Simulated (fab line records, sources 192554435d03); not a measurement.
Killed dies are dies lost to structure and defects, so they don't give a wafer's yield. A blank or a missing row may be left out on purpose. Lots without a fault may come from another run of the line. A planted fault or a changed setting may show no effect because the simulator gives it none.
A struck lot beside a sound one | flow n5_finfet | 36 steps out of a route of 1938
Sound: wafers L140.2, L140.5, L140.6. Struck: wafer L149.4. (L149.3 of the same lot was not struck and is left out.) The cause comes at the end.
At each step with rows: each side's tool, then ch and its chambers, then its first start. Under that, the readings that differ: sound wafers | struck wafers | difference of the means | sigmas: that difference in standard deviations of wafers without a fault.
alike: readings whose means differ by less than 2 such deviations, and words and numbers that are the same on both sides. not compared: withheld readings, readings that some wafer has no value for, bounds like >300 that may hide the same value, and numbers for which the record gives no deviation and whose values overlap.
The two part at a step that has a row with sigmas, a row that says differs or no value, or rows on one side only. Numbers that don't overlap but have no deviation are shown without sigmas and don't part them. A reading that every wafer of one side lacks parts them only if that side has two wafers or more.

first, 9 steps without rows for these wafers: N5_BEOL_M7_ALD_77 (deposits TaN, target thk 2 nm, pulse time 2 s, purge time 3 s); N5_BEOL_M7_SURFACE_TREAT_79; N5_BEOL_M7_CVD_78 (deposits Co from CCTBA/H2, target thk 2 nm, time 142.3 s); N5_BEOL_M7_SPUTTER_48 (material Cu, target thk 10 nm, time 1.667 s); N5_BEOL_M7_ECD_50 (material Cu, target thk 300 nm); N5_BEOL_M7_ANNEAL_51 (time 90 s); N5_BEOL_M7_CMP_52 (polishes, stops on SiCOH lowk, t overpolish 6.9 s, target thk 80 nm); N5_BEOL_M7_PRE_CLEAN_55 (time 15 s); N5_BEOL_M7_DEP_56 (deposits SiCN from 3MS/NH3, target thk 10 nm, time 17.5 s).
N5_BEOL_M8_ILD_DEP_00: deposits SiCOH lowk from DEMS/porogen, target thk 179.75 nm, time 33.4 s.
  sound on pecvd-02 ch 1,2, day 12 16:35; struck on pecvd-02 ch 2, day 17 04:25
  reading                                            | sound         | struck | difference | sigmas
  model.SiCOH_lowk_of_BEOL_M8_ILD_DEP_00.thk_nm (nm) | 178.8 179 180 | 149.2  | -30.1      |
  alike: heater_power_w, showerhead_plenum_p_Torr, throttle_valve_pct
then, 1 step without rows for these wafers: N5_BEOL_M8_CURE_74 (cures SiCOH lowk, time 240 s).
N5_BEOL_M8_THK_MEAS_01:
  sound on film_metro-02, day 12 17:11; struck on film_metro-01, day 17 04:59
  reading         | sound             | struck | difference | sigmas
  M8_ILD_THK (nm) | 154.1 154.2 155.2 | 128.4  | -26.1      | -14
then, 23 steps without rows for these wafers: N5_BEOL_M8_PECVD_70 (deposits SiO2 from TEOS/O2, target thk 20 nm, time 22.7 s); N5_BEOL_M8_HM_DEP_02 (deposits TiN, target thk 20 nm); N5_BEOL_M8_COAT_59 (time 60 s, resist thk 100 nm); N5_BEOL_M8_COAT_60 (time 60 s, resist thk 35 nm); N5_BEOL_M8_COAT_05 (resist thk 90 nm); N5_BEOL_M8_EBR_07; N5_BEOL_M8_SOFTBAKE_06 (time 60 s); N5_BEOL_M8_EXPOSE_08 (exposes mask M8); N5_BEOL_M8_PEB_09 (peb time 60 s); N5_BEOL_M8_DEVELOP_10 (develop time 30 s); N5_BEOL_M8_DESCUM_16 (chemistry O2, time 7.9 s); N5_BEOL_M8_ETCH_61 (etches SiARC in CF4, target depth 45.5 nm, time 75.8 s); N5_BEOL_M8_ETCH_62 (etches SOC in N2/H2, target depth 110 nm, overetch 22 nm, time 165 s); N5_BEOL_M8_STRIP_68 (strips in N2/H2); N5_BEOL_M8_STRIP_67 (strips in CF4); N5_BEOL_M8_HM_OPEN_17 (chemistry Cl2/BCl3, target TiN, target depth 20 nm, overetch 6 nm); N5_BEOL_M8_STRIP_19 (strips in O2); N5_BEOL_M8_COAT_63 (time 60 s, resist thk 60 nm); N5_BEOL_M8_COAT_64 (time 60 s, resist thk 12 nm); N5_BEOL_M8_COAT_71 (time 60 s, resist thk 5 nm); N5_BEOL_M8_COAT_22 (resist thk 30 nm); N5_BEOL_M8_EBR_24; N5_BEOL_M8_SOFTBAKE_23 (time 60 s).
N5_BEOL_M8_CMP_52: polishes, stops on SiCOH lowk, t overpolish 6.9 s, target thk 80 nm.
  sound on cmp-03 ch 0,1,2, day 12 22:49; struck on cmp-03 ch 3, day 17 13:56
  reading                                            | sound             | struck | difference | sigmas
  model.SiCOH_lowk_of_BEOL_M8_ILD_DEP_00.thk_nm (nm) | 151.2 151.4 152.2 | 125.4  | -26.2      |
  alike: clearing_platen_down_force_psi, motor_current_A, retaining_ring_pressure_frac

WHERE THEY PART
Only at N5_BEOL_M8_THK_MEAS_01, within this record. Later steps at which nothing parts them and some readings are alike: N5_BEOL_M8_CMP_52.

WHY: what the simulator had put in
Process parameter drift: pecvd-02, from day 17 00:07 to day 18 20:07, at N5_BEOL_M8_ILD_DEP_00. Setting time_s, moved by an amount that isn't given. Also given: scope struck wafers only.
